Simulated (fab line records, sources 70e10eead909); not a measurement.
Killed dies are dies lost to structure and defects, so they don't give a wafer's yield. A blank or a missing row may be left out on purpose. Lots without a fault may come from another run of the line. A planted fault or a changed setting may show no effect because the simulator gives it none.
fab line records | flow nand_harc
record lots=5 wafers=15 last_day=23
route steps=1159 shown A_STAIRCASE@689 END@1159
lots that met no fault: from a run of the same line without faults
start_h: hours from the record's first day to the start of the lot's first wafer shown | wait_h: hours since the lot's step before | " the same as in the row above | L1.1+2: a row that stands for several wafers | - no value, or no start given | * or withheld: withheld | < > ~ a bound
route shown NAME@n: a module of which the file shows steps, and the number in the route of the first | usual: mean/standard deviation of fault-free wafers | same: alike in all rows | chamber/n: place in a boat | sites: the reading at each site | _std_site: their standard deviation | _edge_site: outer sites' mean less inner sites' | radius_mm: how far each site lies from the wafer's centre | mask NAME#n: copy n | behind: the tool/chamber that last shaped the wafer | hold: why the lot was held/for how many hours/how that ended | device: the transistor (n, p or np) that didn't switch | end of line: the same wafers' tests at the end of the route | a step without rows: its recipe alone | killed: dies lost to structure and defects at the first sort, not the wafer's yield | map: a wafer's dies, x killed, . not, _ none there
set.NAME: the setting as run; set.NAME@STEP: as run at that earlier step | model.NAME: the simulator's own value behind a step, which no gauge read
lots at some steps of the route; a table a step, a row a wafer
services: from which hour (start_h, from the record's first day; less than 0 if before it) a tool's chamber was out of use, for how many hours, and why
## steps
# step NHARC_A_STAIRCASE_HM_OPEN_463
# recipe o2_flow_sccm=400 cos_flow_sccm=20 ar_flow_sccm=0 rf_w=500 bias_w=300 chemistry=O2/COS
# step NHARC_A_STAIRCASE_STRIP_464
# recipe o2_flow_sccm=400 cos_flow_sccm=20 ar_flow_sccm=0 bias_w=0 chemistry=O2/COS
# step NHARC_A_STAIRCASE_ETCH_453
# recipe target_depth_a=300 overetch_a=30 time_s=16.5 ion_energy_ev=100 cf4_flow_sccm=80 o2_flow_sccm=20 ar_flow_sccm=0 rf_w=300 bias_w=100 chemistry=CF4/O2
# step NHARC_A_STAIRCASE_ETCH_315
# recipe target_depth_a=25000 time_s=607.1 ion_energy_ev=800 c4f8_flow_sccm=80 o2_flow_sccm=60 ar_flow_sccm=withheld rf_w=600 bias_w=3000 chemistry=C4F8/O2/Ar
# step NHARC_A_STAIRCASE_STRIP_316
# recipe o2_flow_sccm=500 ar_flow_sccm=0 bias_w=0 chemistry=O2
# step NHARC_A_STAIRCASE_STRIP_317
# recipe time_s=900 temp_c=130 chemistry=SPM
# step NHARC_A_STAIRCASE_PRECLEAN_318
# recipe time_s=* temp_c=50 bath_age_min=0 chemistry=SC1
# step NHARC_A_STAIRCASE_SRD_329
# step NHARC_A_STAIRCASE_ALD_415
# recipe target_thk_a=300 pulse_time_s=6 ald_cycles=300 temp_c=300 material=SiO2
# usual heater_power_w=461/44 precursor_pulse_height_rel=0.997/0.02 susceptor_temp_C=300.01/0.2
# columns lot.wafer tool chamber start_h wait_h heater_power_w precursor_pulse_height_rel susceptor_temp_C
L591.4 ald_hk-03 3 256.19 0.1 521 0.982 300.17
L591.2 " 1 " " 424 0.996 300.13
L591.6 " 0 " " 398 1.011 300.31
L592.3 ald_hk-01 3 274.39 0.1 464 0.994 299.96
L592.2 " 1 " " 522 0.997 300.15
L592.5 " 3 " " 472 0.977 299.80
L596.4 ald_hk-01 2 279.43 0.1 421 0.997 300.23
L596.1 " 3 " " 464 1.050 299.75
L596.5 " 2 " " 415 0.981 300.41
L600.4 ald_hk-02 3 321.49 0.1 504 1.023 299.98
L600.2 " 0 " " 533 0.997 300.01
L600.3 " 2 " " 455 1.005 299.93
L612.4 ald_hk-02 0 383.05 0.1 549 1.028 299.41
L612.1 " 2 " " 467 1.004 299.61
L612.6 " 1 " " 404 0.988 300.05
# step NHARC_A_STAIRCASE_ETCHBACK_416
# recipe target_depth_a=360 time_s=7.2 c4f8_flow_sccm=withheld o2_flow_sccm=8 ar_flow_sccm=withheld rf_w=600 bias_w=800 chemistry=C4F8/O2/Ar
# usual oes_product_au=0.941/0.028 rf_vpp_V=724/3.5
# columns lot.wafer tool chamber start_h wait_h oes_product_au rf_hours_counter_h rf_vpp_V
L591.4 rie_diel-07 0 - - 0.928 9 721
L591.2 " 1 " " 0.930 8 724
L591.6 " 0 " " 0.926 - 723
L592.2 rie_diel-07 0 - - 0.929 15 723
L592.3 " 1 " " 0.924 14 723
L592.5 " 3 " " 0.918 - 726
L596.1 rie_diel-11 2 - - 0.932 34 726
L596.5 " 1 " " 0.942 - 727
L596.4 " 2 " " 0.936 - 726
L600.2 rie_diel-11 2 - - 0.941 48 726
L600.3 " 0 " " 0.948 50 715
L600.4 " 1 " " 0.943 48 728
L612.4 rie_diel-07 3 - - 0.928 48 726
L612.1 " 1 " " 0.931 51 723
L612.6 " 0 " " 0.922 - 721
# step NHARC_A_STAIRCASE_STRIP_476
# recipe time_s=20 o2_flow_sccm=500 ar_flow_sccm=0 bias_w=0 chemistry=O2
# step NHARC_A_STAIRCASE_DEP_417
# recipe target_thk_a=600 step_coverage_pct=20 temp_c=400 target_thk_nm=60 flow_sccm=200 rf_w=450 material=Si3N4
# usual heater_power_w=702/86 susceptor_temp_C=399.97/0.22
# columns lot.wafer tool chamber start_h wait_h heater_power_w susceptor_temp_C
L591.2 pecvd-02 2 258.50 - 587 399.86
L591.4 " 2 " " 598 400.09
L591.6 " 0 " " 670 399.92
L592.3 pecvd-04 1 276.84 - 792 399.74
L592.2 " 0 " " 740 400.41
L592.5 " 2 " " 618 400.14
L596.1 pecvd-04 1 281.78 - 768 399.82
L596.4 " 1 " " 768 399.86
L596.5 " 2 " " 716 400.47
L600.2 pecvd-04 2 323.82 - 634 399.98
L600.3 " 0 " " 723 399.97
L600.4 " 0 " " 696 399.76
L612.1 pecvd-01 0 385.62 - 845 400.02
L612.6 " 0 " " 858 400.33
L612.4 " 2 " " 645 400.14
# step NHARC_A_STAIRCASE_WET_418
# recipe temp_c=160 target_depth_a=200 chemistry=H3PO4
# step NHARC_A_STAIRCASE_PRECLEAN_419
# recipe time_s=* temp_c=50 bath_age_min=0 chemistry=SC1
# step NHARC_A_STAIRCASE_SRD_421
# step NHARC_A_STAIRCASE_ALD_420
# recipe target_thk_a=200 pulse_time_s=6 ald_cycles=200 temp_c=300 material=SiO2
# step NHARC_A_STAIRCASE_CVD_552
# recipe target_thk_a=400 temp_c=700 pressure_mtorr=300 material=SiNx
# step NHARC_A_STAIRCASE_DEP_151
# recipe target_thk_a=38000 temp_c=400 target_thk_nm=3800 teos_flow_sccm=200 rf_w=500 material=SiO2
# usual heater_power_w=620/96 susceptor_temp_C=399.98/0.23
# columns lot.wafer tool chamber start_h wait_h heater_power_w susceptor_temp_C
L591.2 pecvd-01 0 270.58 0.5 833 400.12
L591.4 " 2 " " 570 399.94
L591.6 " 1 " " 581 400.16
L592.2 pecvd-01 0 288.38 0.4 740 400.30
L592.3 " 1 " " 688 400.09
L592.5 " 2 " " 587 399.96
L596.1 pecvd-01 2 293.48 0.5 702 400.05
L596.5 " 2 " " 556 400.03
L596.4 " 0 " " 708 400.09
L600.2 pecvd-01 2 336.09 0.4 696 399.77
L600.3 " 0 " " 745 400.26
L600.4 " 0 " " 702 399.94
L612.1 pecvd-02 2 397.78 0.5 595 399.77
L612.4 " 1 " " 451 399.55
L612.6 " 2 " " 555 399.90
# step NHARC_A_STAIRCASE_ANNEAL_320
# recipe temp_c=750 time_s=1800
# step NHARC_A_STAIRCASE_DEP_322
# recipe target_thk_a=38000 temp_c=400 target_thk_nm=3800 teos_flow_sccm=200 rf_w=500 material=SiO2
# step NHARC_A_STAIRCASE_ANNEAL_323
# recipe temp_c=750 time_s=1800
# step NHARC_A_STAIRCASE_DEP_325
# recipe target_thk_a=38000 temp_c=400 target_thk_nm=3800 teos_flow_sccm=200 rf_w=500 material=SiO2
# usual heater_power_w=633/93 susceptor_temp_C=400.03/0.22
# columns lot.wafer tool chamber start_h wait_h heater_power_w susceptor_temp_C
L591.2 pecvd-01 0 286.88 0.2 792 400.32
L591.6 " 0 " " 716 400.38
L591.4 " 1 " " 582 400.09
L592.2 pecvd-04 2 310.74 0.1 672 400.29
L592.3 " 0 " " 725 399.88
L592.5 " 0 " " 630 400.12
L596.1 pecvd-04 2 311.41 0.7 664 400.11
L596.5 " 2 " " 566 400.02
L596.4 " 0 " " 612 400.14
L600.2 pecvd-04 1 350.29 0.1 756 400.07
L600.3 " 2 " " 656 400.10
L600.4 " 0 " " 635 399.91
L612.1 pecvd-04 0 415.13 0.2 755 400.23
L612.6 " 0 " " 635 400.24
L612.4 " 1 " " 673 399.92
# step NHARC_A_STAIRCASE_ANNEAL_326
# recipe temp_c=750 time_s=1800
# step NHARC_A_STAIRCASE_DEHYDRATE_433
# recipe temp_c=150 time_s=120
# step NHARC_A_STAIRCASE_HMDS_434
# recipe time_s=30
# step NHARC_A_STAIRCASE_COAT_435
# recipe spin_rpm=1200
# step NHARC_A_STAIRCASE_SOFTBAKE_436
# recipe temp_c=135 time_s=170
# step NHARC_A_STAIRCASE_EBR_437
# step NHARC_A_STAIRCASE_EXPOSE_438
# recipe na=0.5 dose_mj=28.97 mask_id=STAIR_REV
# step NHARC_A_STAIRCASE_PEB_439
# recipe peb_temp_c=115 peb_time_s=130
# step NHARC_A_STAIRCASE_DEVELOP_440
# recipe time_s=140
# step NHARC_A_STAIRCASE_HARDBAKE_442
# recipe temp_c=120 time_s=140
# step NHARC_A_STAIRCASE_DESCUM_443
# recipe time_s=3 o2_flow_sccm=200 ar_flow_sccm=0 bias_power_w=0 chemistry=O2
# step NHARC_A_STAIRCASE_ETCH_444
# recipe target_depth_a=1.02e+05 time_s=3400 c4f8_flow_sccm=20 o2_flow_sccm=10 ar_flow_sccm=withheld rf_w=600 bias_w=1000 chemistry=C4F8/O2
# usual oes_product_au=0.937/0.017 rf_vpp_V=809/3.9
# columns lot.wafer tool chamber start_h wait_h oes_product_au rf_hours_counter_h rf_vpp_V
L591.2 rie_diel-07 1 295.52 0.1 0.922 20 808
L591.4 " 3 " " 0.927 22 809
L591.6 " 2 " " 0.946 - 807
L592.2 rie_diel-07 1 318.70 0.1 0.917 27 807
L592.3 " 3 " " 0.921 28 810
L592.5 " 2 " " 0.944 - 807
L596.1 rie_diel-07 1 320.14 1.5 0.919 29 807
L596.4 " 3 " " 0.918 28 809
L596.5 " 2 " " 0.947 - 807
L600.2 rie_diel-11 0 358.44 0.4 0.945 64 799
L600.3 " 1 " " 0.946 62 812
L600.4 " 3 " " 0.909 - 806
L612.1 rie_diel-11 1 423.13 0.3 0.935 14 810
L612.4 " 3 " " 0.927 17 805
L612.6 " 0 " " 0.923 - 801
# step NHARC_A_STAIRCASE_STRIP_446
# recipe power_w=1500 temp_c=250 chemistry=O2
# step NHARC_A_STAIRCASE_STRIP_447
# recipe time_s=900 temp_c=130 chemistry=SPM
# step NHARC_END_SORT_01
# recipe temp_c=25
# usual killed_at_array=29/11 killed_at_other=0.5/0.89 killed_at_periphery=3.3/2 killed_dies=32/11 killed_open=3.1/1.9 killed_short=2.3/1.6
# same gross_dies=677
# columns lot.wafer tool chamber start_h wait_h killed_at_array killed_at_other killed_at_periphery killed_dies killed_open killed_short
L600.2 prober-01 0 502.40 2.8 113 0 3 116 2 2
# killed by level:class
L600.2 A_STAIRCASE:unspecified=100 A_STAIRCASE:chamber_film_flake=3 A_CONTACT:chamber_film_flake=3 P_STI:chamber_film_flake=2 A_WL_FILL:chamber_film_flake=2 A_ONON_D1:geometric_particle:short=1 A_CHANNEL_FILL_D1:geometric_particle:short=1 A_CONTACT:geometric_particle:open=1
# map L600.2 (x killed, . not)
____________.____________
_________......._________
_______..........._______
______x............______
_____.....x.x..xx..._____
____.........x.xxx..x____
____........xxxxx.xx.____
___.........xxxxxxx...___
___.......xxxxxxxxxx..___
__.......xxxxxxxxxxx...__
__.........xxxxxxxxxx..__
_........xxxxxxxxxxx...._
_........xxxxxxxxxx....._
_..........xxxxxxxxx...._
_.......x..xxxxxxxx....._
_............xxxxxx....._
.............xxxx........
.................x.......
....x.........x..........
...................x.....
......................x..
_......................._
_......................._
_....x.................._
_.....................x._
_.x...........x........._
__...........x.........__
__.....................__
___.........x.........___
___...................___
____.................____
____.................____
_____..............._____
______.x...........______
_______..........._______
_________......._________
____________.____________
# map L596.5 (x killed, . not)
____________.____________
_________......._________
_______..........._______
______.......x.....______
_____.............x._____
____.................____
____....x...........x____
___........x..........___
___...................___
__.....................__
__..x..................__
_..x...................._
_.x....................._
_.x....................._
_..x...................._
_......................._
.........................
..........x..............
...........x.............
...x.....................
............xx...........
_......................._
_......................._
_....x.........x........_
_......................._
_......................._
__.......x.............__
__............x........__
___...................___
___...................___
____.............x...____
____.................____
_____.......xx..x..._____
______.............______
_______.........x._______
_________......._________
____________.____________
## services
# columns tool chamber start_h hours kind
pecvd-01 - 237.23 13.0 pm
ald_hk-01 - 251.35 1.3 repair
ald_hk-03 - 259.25 0.3 repair
rie_diel-07 2 268.97 15.6 repair
rie_diel-11 3 279.07 6.1 repair
ald_hk-02 - 284.56 1.0 repair
pecvd-02 - 296.58 1.4 repair
pecvd-02 - 313.66 1.3 repair
pecvd-02 - 315.94 1.2 repair
ald_hk-03 - 324.78 10.0 pm
pecvd-02 - 334.00 13.0 pm
pecvd-01 - 355.14 1.0 repair
rie_diel-11 - 366.68 9.0 pm
pecvd-04 - 376.27 13.0 pm
pecvd-04 0 376.27 13.0 vent_cycle
pecvd-04 1 376.27 13.0 vent_cycle
pecvd-04 2 376.27 13.0 vent_cycle
rie_diel-11 3 391.51 4.6 repair
rie_diel-11 0 393.02 5.7 repair
rie_diel-07 - 405.27 9.0 pm
ald_hk-01 - 406.00 10.0 pm
pecvd-01 0 414.26 6.1 repair
pecvd-01 - 418.23 13.0 pm
pecvd-02 1 419.08 12.6 repair
## key
first_sign step=NHARC_END_SORT_01 reading=killed_at_array direction=up sigmas=7.6 usual=29 struck=113
effect step=NHARC_END_SORT_01 reading=killed_dies direction=up sigmas=7.5 usual=32 struck=116
more_kills_born_at NHARC_A_STAIRCASE_DEP_417@pecvd-04=100
met_at NHARC_A_STAIRCASE_DEP_417
struck_wafers L600.2
tester_left_out L600
onset_between 281.78 323.82
fault kind=chamber_particle_source tool=pecvd-04 chamber=2 onset_h=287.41 steps=NHARC_A_STAIRCASE_DEP_417 rate_per_visit_cm2=1.4927 end_h=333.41
# tester_left_out: of these lots the tester's yield and bins aren't shown, on N5 and GAA mostly nor the transistor test; their killed dies are dies lost to structure and defects alone, not to doping, threshold or leakage, so they don't give the yield
